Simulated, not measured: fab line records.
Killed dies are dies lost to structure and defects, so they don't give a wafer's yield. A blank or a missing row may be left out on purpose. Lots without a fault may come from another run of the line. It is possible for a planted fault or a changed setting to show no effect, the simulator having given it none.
fab line records -- flow n5-finfet -- part 2 of 2: steps 22 to 30 of 30
[record] lots = 5, wafers = 15, last-day = 17
route steps=1938 shown MOL_CONTACT_COAG@612 BEOL_M0_SAQP@632
lots that met no fault: from a run of the same line without faults
start-h: hours from the record's first day to the start of the lot's first wafer shown -- wait-h: hours from the lot's prior step to this one -- " repeats the value in the row above -- L1.1+2: several wafers, shown together as one row -- - no value present, or no start provided -- * or withheld: withheld -- < > ~ a bound
route shown NAME@n: names a module that has steps shown in the file, with the first one's number in the route -- usual: mean and standard deviation over wafers with no fault -- same: alike in all rows -- chamber/n: place in a boat -- sites: per-site readings -- _std_site: the values' standard deviation -- _edge_site: outer sites' mean less inner sites' -- radius-mm: for every site, how far away it sits from the centre of the wafer -- mask NAME#n: copy n -- behind: tool/chamber where the wafer was last shaped -- hold: what put the lot on hold/how long, in hours/how the hold closed -- device: whichever transistor did not switch (one of n, p or np) -- end of line: the route-end tests of the same wafers -- for a step that has no rows: nothing shown but its recipe -- killed: not the wafer's yield, but the dies lost to structure and defects at the first sort -- map: a wafer's dies, marking killed ones x, the rest . and places with no die _
set.NAME: the setting the step ran with; set.NAME@STEP: the setting that earlier step ran with -- model.NAME: the simulator's own value behind a step, which no gauge read
lots at selected steps of the route; one table per step, one row per wafer
services: a tool's chamber out of use, with start hour (start-h, from the record's first day; less than 0 if before it), hours out, and reason
[[steps]]
[step N5_BEOL_M0_SAQP_HM_DEP_02]
[recipe] material = TiN, target-thk-a = 120, temp-c = 25, chamber-pressure-pa = 0.49996
[usual] throttle-valve-pct = 29.9/0.91
lot.wafer,tool,chamber,start-h,wait-h,throttle-valve-pct
L074.2,pvd-sputter-02,-,111.66,2.8,29.6
L074.5,pvd-sputter-02,-,111.66,2.8,30.2
L074.6,pvd-sputter-02,-,111.66,2.8,29.5
L076.3,pvd-sputter-03,-,118.83,0.9,31.0
L076.5,pvd-sputter-03,-,118.83,0.9,29.2
L076.6,pvd-sputter-03,-,118.83,0.9,31.0
L077.2,pvd-sputter-03,-,125.42,1.6,28.9
L077.3,pvd-sputter-03,-,125.42,1.6,30.4
L077.6,pvd-sputter-03,-,125.42,1.6,31.0
L079.2,pvd-sputter-03,-,135.48,0.0,28.4
L079.5,pvd-sputter-03,-,135.48,0.0,28.6
L079.6,pvd-sputter-03,-,135.48,0.0,31.4
L096.1,pvd-sputter-02,-,241.60,2.1,30.2
L096.3,pvd-sputter-02,-,241.60,2.1,29.4
L096.6,pvd-sputter-02,-,241.60,2.1,29.2
[step N5_BEOL_M0_SAQP_PECVD_03]
[recipe] material = SiCN, target-thk-a = 120, temp-c = withheld, precursor = 3MS/NH3, pressure-torr = 3, rf-w = 202, time-s = 21.1
[usual] showerhead-plenum-p-Torr = 3.664/0.011, throttle-valve-pct = 9.1/0.51
lot.wafer,tool,chamber,start-h,wait-h,showerhead-plenum-p-Torr,throttle-valve-pct
L074.2,pecvd-03,0,111.78,0.1,3.662,8.7
L074.5,pecvd-03,0,111.78,0.1,3.650,8.8
L074.6,pecvd-03,1,111.78,0.1,3.659,9.5
L076.3,pecvd-01,1,118.95,0.1,3.649,9.0
L076.5,pecvd-01,0,118.95,0.1,3.672,8.9
L076.6,pecvd-01,2,118.95,0.1,3.670,9.5
L077.2,pecvd-02,2,125.54,0.1,3.652,9.4
L077.3,pecvd-02,0,125.54,0.1,3.671,8.5
L077.6,pecvd-02,2,125.54,0.1,3.652,9.6
L079.2,pecvd-02,1,135.60,0.1,3.683,9.7
L079.5,pecvd-02,0,135.60,0.1,3.678,8.8
L079.6,pecvd-02,2,135.60,0.1,3.655,9.7
L096.1,pecvd-02,2,241.72,0.1,3.649,9.7
L096.3,pecvd-02,0,241.72,0.1,3.670,8.7
L096.6,pecvd-02,2,241.72,0.1,3.651,9.5
[step N5_BEOL_M0_SAQP_PECVD_96]
[recipe] material = a-Si, target-thk-a = 450, temp-c = 350, precursor = SiH4/He, pressure-torr = 3, rf-w = 100, time-s = 45.2
[usual] heater-power-w = 667/49, showerhead-plenum-p-Torr = 5.67/0.042, throttle-valve-pct = 18.3/1
lot.wafer,tool,chamber,start-h,wait-h,heater-power-w,showerhead-plenum-p-Torr,throttle-valve-pct
L074.2,pecvd-03,0,111.81,0.0,682,5.63,18.1
L074.5,pecvd-03,0,111.81,0.0,692,5.64,18.0
L074.6,pecvd-03,1,111.81,0.0,676,5.65,19.4
L076.3,pecvd-01,1,118.98,0.0,742,5.61,18.3
L076.5,pecvd-01,0,118.98,0.0,582,5.67,17.8
L076.6,pecvd-01,2,118.98,0.0,689,5.72,18.6
L077.2,pecvd-02,2,125.57,0.0,673,5.61,18.9
L077.3,pecvd-02,0,125.57,0.0,683,5.72,17.1
L077.6,pecvd-02,2,125.57,0.0,697,5.60,19.1
L079.2,pecvd-02,1,135.63,0.0,636,5.72,19.4
L079.5,pecvd-02,0,135.63,0.0,710,5.71,17.2
L079.6,pecvd-02,2,135.63,0.0,611,5.60,19.1
L096.1,pecvd-02,2,241.75,0.0,632,5.61,18.8
L096.3,pecvd-02,0,241.75,0.0,631,5.71,17.4
L096.6,pecvd-02,2,241.75,0.0,646,5.62,19.1
[step N5_BEOL_M0_SAQP_PECVD_97]
[recipe] material = SiNx, target-thk-a = 230, temp-c = 350, precursor = SiH4/NH3/N2, pressure-torr = 1.5, rf-w = 300, time-s = 19.9
[usual] heater-power-w = 595/54, showerhead-plenum-p-Torr = 5.14/0.057, throttle-valve-pct = 40.1/2.2
lot.wafer,tool,chamber,start-h,wait-h,heater-power-w,showerhead-plenum-p-Torr,throttle-valve-pct
L074.2,pecvd-03,0,111.86,0.0,642,5.12,39.2
L074.5,pecvd-03,0,111.86,0.0,650,5.10,39.3
L074.6,pecvd-03,1,111.86,0.0,588,5.13,42.0
L076.3,pecvd-01,1,119.03,0.0,677,5.06,39.7
L076.5,pecvd-01,0,119.03,0.0,576,5.17,39.5
L076.6,pecvd-01,2,119.03,0.0,573,5.20,40.9
L077.2,pecvd-02,2,125.62,0.0,541,5.06,41.3
L077.3,pecvd-02,0,125.62,0.0,561,5.19,37.7
L077.6,pecvd-02,2,125.62,0.0,539,5.06,41.6
L079.2,pecvd-02,1,135.68,0.0,586,5.20,43.1
L079.5,pecvd-02,0,135.68,0.0,542,5.20,37.9
L079.6,pecvd-02,2,135.68,0.0,562,5.05,41.5
L096.1,pecvd-02,2,241.79,0.0,581,5.06,42.3
L096.3,pecvd-02,0,241.79,0.0,620,5.19,37.8
L096.6,pecvd-02,2,241.79,0.0,572,5.05,42.4
[step N5_BEOL_M0_SAQP_PECVD_04]
[recipe] material = a-Si, target-thk-a = 600, temp-c = 350, precursor = SiH4/He, pressure-torr = 3, rf-w = 100, time-s = 60.2
[usual] heater-power-w = 668/55, showerhead-plenum-p-Torr = 5.66/0.042, throttle-valve-pct = 18.2/0.99
lot.wafer,tool,chamber,start-h,wait-h,heater-power-w,showerhead-plenum-p-Torr,throttle-valve-pct
L074.2,pecvd-03,0,111.90,0.0,739,5.63,17.8
L074.5,pecvd-03,0,111.90,0.0,745,5.63,18.1
L074.6,pecvd-03,1,111.90,0.0,707,5.66,19.5
L076.3,pecvd-01,1,119.07,0.0,776,5.61,18.3
L076.5,pecvd-01,0,119.07,0.0,656,5.68,17.8
L076.6,pecvd-01,2,119.07,0.0,670,5.72,18.7
L077.2,pecvd-02,2,125.66,0.0,683,5.60,19.0
L077.3,pecvd-02,0,125.66,0.0,585,5.71,17.1
L077.6,pecvd-02,2,125.66,0.0,675,5.61,18.8
L079.2,pecvd-02,1,135.71,0.0,642,5.71,19.5
L079.5,pecvd-02,0,135.71,0.0,591,5.71,17.4
L079.6,pecvd-02,2,135.71,0.0,642,5.60,18.8
L096.1,pecvd-02,2,241.83,0.0,642,5.61,19.5
L096.3,pecvd-02,0,241.83,0.0,584,5.71,17.2
L096.6,pecvd-02,2,241.83,0.0,641,5.60,19.1
[step N5_BEOL_M0_SAQP_THK_MEAS_05]
[usual] thk-nm = 60.0/0.77
lot.wafer,tool,chamber,start-h,wait-h,thk-nm
L074.2,film-metro-02,-,111.99,0.1,60.3
L074.5,film-metro-02,-,111.99,0.1,60.5
L074.6,film-metro-02,-,111.99,0.1,60.3
L076.3,film-metro-02,-,119.17,0.1,59.7
L076.5,film-metro-02,-,119.17,0.1,60.3
L076.6,film-metro-02,-,119.17,0.1,60.7
L077.2,film-metro-01,-,125.75,0.1,59.2
L077.3,film-metro-01,-,125.75,0.1,59.5
L077.6,film-metro-01,-,125.75,0.1,61.2
L079.2,film-metro-02,-,135.81,0.1,60.3
L079.5,film-metro-02,-,135.81,0.1,60.2
L079.6,film-metro-02,-,135.81,0.1,60.5
L096.1,film-metro-02,-,241.93,0.1,61.0
L096.3,film-metro-02,-,241.93,0.1,59.4
L096.6,film-metro-02,-,241.93,0.1,61.0
[step N5_BEOL_M0_SAQP_HM_DEP_111]
[recipe] material = SiO2, target-thk-a = 120, temp-c = 400, precursor = SiH4/N2O, pressure-torr = 0.75, rf-w = 275, time-s = 7.2
[usual] heater-power-w = 851/65, showerhead-plenum-p-Torr = 8.13/0.11
lot.wafer,tool,chamber,start-h,wait-h,heater-power-w,showerhead-plenum-p-Torr
L074.2,pecvd-03,0,112.03,0.0,854,8.07
L074.5,pecvd-03,1,112.03,0.0,887,8.12
L074.6,pecvd-03,0,112.03,0.0,845,8.06
L076.3,pecvd-03,1,119.20,0.0,741,8.14
L076.5,pecvd-03,1,119.20,0.0,778,8.14
L076.6,pecvd-03,0,119.20,0.0,904,8.07
L077.2,pecvd-01,2,125.79,0.0,856,8.27
L077.3,pecvd-01,0,125.79,0.0,786,8.18
L077.6,pecvd-01,1,125.79,0.0,933,7.96
L079.2,pecvd-01,2,135.85,0.0,850,8.27
L079.5,pecvd-01,2,135.85,0.0,853,8.25
L079.6,pecvd-01,1,135.85,0.0,877,7.94
L096.1,pecvd-02,2,241.96,0.0,883,7.99
L096.3,pecvd-02,1,241.96,0.0,733,8.28
L096.6,pecvd-02,0,241.96,0.0,748,8.27
[step N5_BEOL_M0_SAQP_COAT_81]
[recipe] resist = SOC, temp-c = 250, time-s = 60, spin-rpm = 1500, resist-thk-nm = 100
[usual] heater-power-total-W = 500.6/1.8
lot.wafer,tool,chamber,start-h,wait-h,heater-power-total-W
L074.2,litho-track-01,0,112.13,0.1,502.2
L074.5,litho-track-01,0,112.13,0.1,502.8
L074.6,litho-track-01,0,112.13,0.1,501.7
L076.3,litho-track-04,0,119.28,0.1,503.3
L076.5,litho-track-04,0,119.28,0.1,502.5
L076.6,litho-track-04,0,119.28,0.1,503.0
L077.2,litho-track-01,0,125.86,0.1,498.0
L077.3,litho-track-01,0,125.86,0.1,497.5
L077.6,litho-track-01,0,125.86,0.1,500.8
L079.2,litho-track-01,0,135.95,0.1,503.1
L079.5,litho-track-01,0,135.95,0.1,501.3
L079.6,litho-track-01,0,135.95,0.1,500.0
L096.1,litho-track-04,0,242.04,0.1,499.2
L096.3,litho-track-04,0,242.04,0.1,503.3
L096.6,litho-track-04,0,242.04,0.1,501.8
[step N5_BEOL_M0_SAQP_COAT_82]
[recipe] resist = SiARC, temp-c = 220, time-s = 60, spin-rpm = 1500, resist-thk-nm = 30
[usual] heater-power-total-W = 427.7/2.1
lot.wafer,tool,chamber,start-h,wait-h,heater-power-total-W
L074.2,litho-track-01,0,-,-,427.3
L074.5,litho-track-01,0,-,-,427.2
L074.6,litho-track-01,0,-,-,429.3
L076.3,litho-track-04,0,-,-,424.9
L076.5,litho-track-04,0,-,-,430.6
L076.6,litho-track-04,0,-,-,429.4
L077.2,litho-track-01,0,-,-,427.3
L077.3,litho-track-01,0,-,-,429.4
L077.6,litho-track-01,0,-,-,428.6
L079.2,litho-track-01,0,-,-,424.8
L079.5,litho-track-01,0,-,-,428.5
L079.6,litho-track-01,0,-,-,425.0
L096.1,litho-track-04,0,-,-,424.7
L096.3,litho-track-04,0,-,-,427.0
L096.6,litho-track-04,0,-,-,428.1
[[services]]
tool,chamber,start-h,hours,kind
plasma-asher-01,-,81.45,1.4,repair
cmp-03,-,84.15,0.6,repair
cmp-01,-,86.37,2.5,repair
pecvd-01,-,89.84,28.1,pm
rie-diel-01,1,98.46,4.6,repair
pvd-sputter-03,-,108.54,2.4,repair
cvd-w-02,0,120.33,5.9,repair
pecvd-03,2,127.03,15.7,repair
plasma-asher-01,-,131.10,4.4,repair
pecvd-01,0,131.43,10.7,repair
cvd-w-01,0,138.05,2.5,repair
cmp-03,-,147.38,4.0,pm
rie-diel-04,3,149.90,3.7,repair
pecvd-02,-,159.64,28.1,pm
cvd-w-01,0,160.25,3.6,repair
rie-diel-02,2,165.11,1.6,repair
rie-diel-02,1,169.68,5.5,repair
rie-diel-02,-,176.27,14.6,pm
plasma-asher-01,-,177.47,2.0,repair
cmp-03,-,181.03,5.0,pm
cmp-01,-,182.90,1.0,repair
cvd-w-02,1,184.36,27.5,repair
rie-diel-04,0,192.97,14.7,repair
pecvd-03,1,218.34,4.4,repair
